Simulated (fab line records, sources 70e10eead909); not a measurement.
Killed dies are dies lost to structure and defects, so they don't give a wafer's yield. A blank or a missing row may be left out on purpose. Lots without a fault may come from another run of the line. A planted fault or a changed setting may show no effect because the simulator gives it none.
fab line records | flow nand_harc
record lots=6 wafers=18 last_day=32
route steps=1302 shown P_GATE@120 END@1302
lots that met no fault: from a run of the same line without faults
start_h: hours from the record's first day to the start of the lot's first wafer shown | wait_h: hours since the lot's step before | " the same as in the row above | L1.1+2: a row that stands for several wafers | - no value, or no start given | * or withheld: withheld | < > ~ a bound
route shown NAME@n: a module of which the file shows steps, and the number in the route of the first | usual: mean/standard deviation of fault-free wafers | same: alike in all rows | chamber/n: place in a boat | sites: the reading at each site | _std_site: their standard deviation | _edge_site: outer sites' mean less inner sites' | radius_mm: how far each site lies from the wafer's centre | mask NAME#n: copy n | behind: the tool/chamber that last shaped the wafer | hold: why the lot was held/for how many hours/how that ended | device: the transistor (n, p or np) that didn't switch | end of line: the same wafers' tests at the end of the route | a step without rows: its recipe alone | killed: dies lost to structure and defects at the first sort, not the wafer's yield | map: a wafer's dies, x killed, . not, _ none there
set.NAME: the setting as run; set.NAME@STEP: as run at that earlier step | model.NAME: the simulator's own value behind a step, which no gauge read
lots at some steps of the route; a table a step, a row a wafer
services: from which hour (start_h, from the record's first day; less than 0 if before it) a tool's chamber was out of use, for how many hours, and why
## steps
# step NHARC_P_GATE_PEB_09
# recipe peb_temp_c=118 peb_time_s=85
# step NHARC_P_GATE_DEVELOP_10
# recipe time_s=70
# step NHARC_P_GATE_CD_MEAS_11
# recipe target_cd_nm=1640 landing_energy_ev=500
# usual cd_nm=1639.4/1.4
# columns lot.wafer tool chamber start_h wait_h cd_nm
L410.3 cd_sem-02 0 139.30 - 1638.3
L410.4 " 0 " " 1640.4
L410.5 " 0 " " 1639.1
L412.4 cd_sem-01 0 159.46 - 1638.9
L412.5 " 0 " " 1638.5
L412.6 " 0 " " 1638.6
L419.1 cd_sem-02 0 225.74 - 1638.2
L419.2 " 0 " " 1638.7
L419.6 " 0 " " 1637.3
L420.2 cd_sem-01 0 239.76 - 1640.4
L420.3 " 0 " " 1640.3
L420.4 " 0 " " 1638.8
L422.3 cd_sem-02 0 258.89 - 1640.0
L422.5 " 0 " " 1639.4
L422.6 " 0 " " 1639.7
L424.1 cd_sem-01 0 284.26 - 1640.8
L424.2 " 0 " " 1639.9
L424.4 " 0 " " 1640.5
# step NHARC_P_GATE_HARDBAKE_12
# recipe temp_c=125 time_s=80
# step NHARC_P_GATE_DESCUM_13
# recipe time_s=3 o2_flow_sccm=200 ar_flow_sccm=0 bias_power_w=0 chemistry=O2
# usual drypump_motor_current_A=5.6/0.4 mfc_ar_sccm=0.011/0.012 oes_product_au=1.002/0.0066 rf_vpp_V=58.0/0.99 showerhead_plenum_p_Torr=1.96/0.098 throttle_valve_pct=11.311/0.01
# columns lot.wafer tool chamber start_h wait_h drypump_motor_current_A mfc_ar_sccm oes_product_au rf_hours_counter_h rf_vpp_V showerhead_plenum_p_Torr throttle_valve_pct
L410.4 rie_diel-12 0 139.46 - 5.8 0 0.997 1.8 56.8 1.79 11.306
L410.3 " 1 " " 5.5 0 0.990 1.4 56.5 2.06 11.312
L410.5 " 1 " " 5.5 0 0.996 - 59.4 2.06 11.304
L412.4 rie_diel-12 3 159.64 - 5.6 0 1.001 3.4 59.4 1.81 11.325
L412.5 " 1 " " 5.5 0 0.999 - 58.7 2.06 11.298
L412.6 " 2 " " 5.8 0.008 1.003 - 59.6 1.92 11.309
L419.2 rie_diel-01 2 225.90 - 5.3 0.019 0.995 0.3 57.9 2.05 11.311
L419.1 " 0 " " 4.8 0 1.005 0.3 57.0 2.00 11.320
L419.6 " 2 " " 5.3 0.019 0.992 - 59.3 2.05 11.304
L420.4 rie_diel-12 3 239.92 - 5.6 0 0.998 6.6 57.2 1.81 11.312
L420.2 " 0 " " 5.8 0 0.997 6.6 58.0 1.79 11.324
L420.3 " 2 " " 5.8 0.008 1.014 7.5 59.3 1.92 11.294
L422.3 rie_diel-05 1 259.08 - 6.5 0.026 1.004 0.2 58.3 2.05 11.326
L422.6 " 2 " " 5.6 0.010 1.003 - 57.8 1.88 11.299
L422.5 " 3 " " 6.0 0 0.999 - 58.0 1.97 11.308
L424.4 rie_diel-01 3 284.43 - 5.5 0.033 1.001 5.5 58.6 2.03 11.298
L424.1 " 1 " " 5.9 0.026 1.004 5.2 56.1 2.04 11.286
L424.2 " 2 " " 5.3 0.019 0.993 4.8 58.7 2.04 11.299
# step NHARC_P_GATE_ETCH_14
# recipe target_depth_a=488 chemistry=dHF material=SiO2
# step NHARC_P_GATE_STRIP_15
# recipe time_s=780 temp_c=130 chemistry=SPM
# step NHARC_P_GATE_PRECLEAN_71
# recipe time_s=* temp_c=50 bath_age_min=0 chemistry=SC1
# step NHARC_P_GATE_SRD_72
# step NHARC_P_GATE_OXIDE_16
# recipe target_thk_a=30 temp_c=875 ox_time_s=392 material=SiO2
# step NHARC_P_GATE_CVD_17
# recipe target_thk_a=1500 temp_c=620 time_s=900 material=poly-Si
# step NHARC_P_GATE_HM_DEP_102
# recipe target_thk_a=1200 temp_c=400 material=aC
# usual throttle_valve_pct=35.000/0.0095
# columns lot.wafer tool chamber start_h wait_h throttle_valve_pct
L410.3 acl_dep-02 0 154.68 2.2 35.012
L410.4 " 0 " " 34.996
L410.5 " 0 " " 35.000
L412.4 acl_dep-01 0 172.37 0.7 34.989
L412.5 " 0 " " 35.005
L412.6 " 0 " " 35.001
L419.1 acl_dep-02 0 237.92 0.4 35.006
L419.2 " 0 " " 34.984
L419.6 " 0 " " 35.006
L420.2 acl_dep-01 0 255.30 1.1 34.999
L420.3 " 0 " " 34.997
L420.4 " 0 " " 35.007
L422.3 acl_dep-02 0 273.58 2.1 35.000
L422.5 " 0 " " 34.989
L422.6 " 0 " " 34.990
L424.1 acl_dep-02 0 296.83 0.4 34.993
L424.2 " 0 " " 34.987
L424.4 " 0 " " 35.001
# step NHARC_P_GATE_DEP_103
# recipe target_thk_a=300 target_thk_nm=30 temp_c=400 flow_sccm=200 rf_w=350 material=SiON
# usual heater_power_w=771/62
# columns lot.wafer tool chamber start_h wait_h heater_power_w
L410.3 pecvd-04 0 155.19 0.4 814
L410.5 " 2 " " 800
L410.4 " 0 " " 839
L412.5 pecvd-04 1 172.80 0.2 858
L412.4 " 2 " " 865
L412.6 " 0 " " 847
L419.1 pecvd-03 0 238.62 0.6 779
L419.2 " 1 " " 690
L419.6 " 2 " " 813
L419.1 pecvd-03 0 239.29 0.6 781
L419.2 " 1 " " 676
L419.6 " 2 " " 810
L420.3 pecvd-03 1 255.87 0.4 765
L420.2 " 2 " " 747
L420.4 " 1 " " 759
L420.3 pecvd-03 1 256.32 0.4 762
L420.2 " 2 " " 725
L420.4 " 1 " " 753
L422.3 pecvd-02 1 274.04 0.3 774
L422.6 " 1 " " 806
L422.5 " 0 " " 656
L424.2 pecvd-02 2 297.50 0.4 815
L424.1 " 0 " " 763
L424.4 " 2 " " 805
# step NHARC_P_GATE_DEHYDRATE_18
# recipe temp_c=150 time_s=120
# step NHARC_END_SORT_01
# recipe temp_c=25
# usual defect_limited_yield=91.4/2.4 killed_at_array=54/16 killed_at_other=0.6/0.86 killed_at_periphery=3.8/2.6 killed_dies=58/16 killed_open=3.3/1.8 killed_short=2.7/1.7 sort_bin_2_pct=3.1/1.1 sort_bin_3_pct=0.7/0.39 sort_bin_4_pct=4.8/1.3 sort_n_pass=619/16 sort_rim_yield_pct=89/6 sort_yield_pct=91.4/2.4
# same gross_dies=677 sort_bin_5_pct[%]=0 sort_bin_6_pct[%]=0 sort_bin_7_pct[%]=0 sort_bin_8_pct[%]=0 sort_rim_n_gross=106.00
# columns lot.wafer tool chamber start_h wait_h defect_limited_yield[%] killed_at_array killed_at_other killed_at_periphery killed_dies killed_open killed_short sort_bin_2_pct[%] sort_bin_3_pct[%] sort_bin_4_pct[%] sort_n_pass sort_rim_yield_pct[%] sort_yield_pct[%]
L412.4 prober-01 0 629.95 3.4 90.7 62 1 0 63 3 1 3.4 1.0 4.9 614 87 90.7
L412.5 prober-01 0 630.73 3.6 89.7 67 0 3 70 5 2 2.8 0.9 6.6 607 87 89.7
L412.6 prober-01 0 631.52 3.9 91.3 54 0 5 59 3 3 3.8 0.4 4.4 618 92 91.3
# killed by level:class
L412.4 A_CHANNEL_HOLE_D2:chamber_film_flake=32 A_SLIT:chamber_film_flake=11 A_CHANNEL_HOLE_D1:chamber_film_flake=5 A_ZERO_WELL:chamber_film_flake=3 A_DECK1_JOINT:chamber_film_flake=3 A_STAIRCASE:chamber_film_flake=3 A_CONTACT:chamber_film_flake=2 A_CHANNEL_HOLE_D1:geometric_particle:short=1
L412.5 A_CHANNEL_HOLE_D2:chamber_film_flake=32 A_SLIT:chamber_film_flake=20 A_STAIRCASE:chamber_film_flake=5 A_CHANNEL_HOLE_D1:chamber_film_flake=4 P_M0:geometric_particle:open=2 A_WL_FILL:chamber_film_flake=2 P_GATE:geometric_particle:short=1 A_ONON_D1:geometric_particle:short=1
L412.6 A_CHANNEL_HOLE_D2:chamber_film_flake=30 A_SLIT:chamber_film_flake=12 A_STAIRCASE:chamber_film_flake=5 P_ZERO_WELL:geometric_particle:short=1 P_M0:geometric_particle:short=1 P_M2:geometric_particle:open=1 A_ONON_D1:geometric_particle:open=1 A_DECK1_JOINT:geometric_particle:open=1
## services
# columns tool chamber start_h hours kind
rie_diel-01 - 124.55 0.7 repair
acl_dep-02 - 140.96 7.3 repair
rie_diel-01 3 158.58 3.0 repair
rie_diel-12 3 161.48 14.6 repair
pecvd-02 - 182.51 0.5 repair
pecvd-03 2 183.53 5.7 repair
pecvd-03 - 185.40 13.0 pm
pecvd-03 0 185.40 13.0 vent_cycle
pecvd-03 1 185.40 13.0 vent_cycle
acl_dep-01 - 189.83 13.0 pm
pecvd-03 0 198.40 - clean
pecvd-03 1 198.40 - clean
pecvd-03 2 198.40 - clean
rie_diel-01 - 203.80 9.0 pm
acl_dep-01 - 205.35 2.6 repair
rie_diel-01 - 222.88 0.7 repair
rie_diel-05 - 229.60 9.0 pm
rie_diel-12 0 240.26 1.3 repair
acl_dep-02 - 245.75 13.0 pm
rie_diel-12 2 246.86 3.9 repair
pecvd-02 - 250.69 13.0 pm
rie_diel-12 - 268.40 9.0 pm
pecvd-04 - 269.00 13.0 pm
rie_diel-12 0 285.37 20.3 repair
## key
first_sign step=NHARC_P_GATE_DEP_103 reading=visit direction=added
effect none on later readings
met_at NHARC_P_GATE_DEP_103
struck_wafers L419.1,L419.2,L419.6,L420.2,L420.3,L420.4
rows_end L419.1,L419.2,L419.6,L420.2,L420.3,L420.4
fault kind=repeated_step_whole tool=pecvd-02,pecvd-03,pecvd-04 chamber=- onset_h=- steps=NHARC_P_GATE_DEP_103 times=1 scope=struck_lots_only
# rows_end: these wafers met a further fault down the route, and their rows from its step on are left out
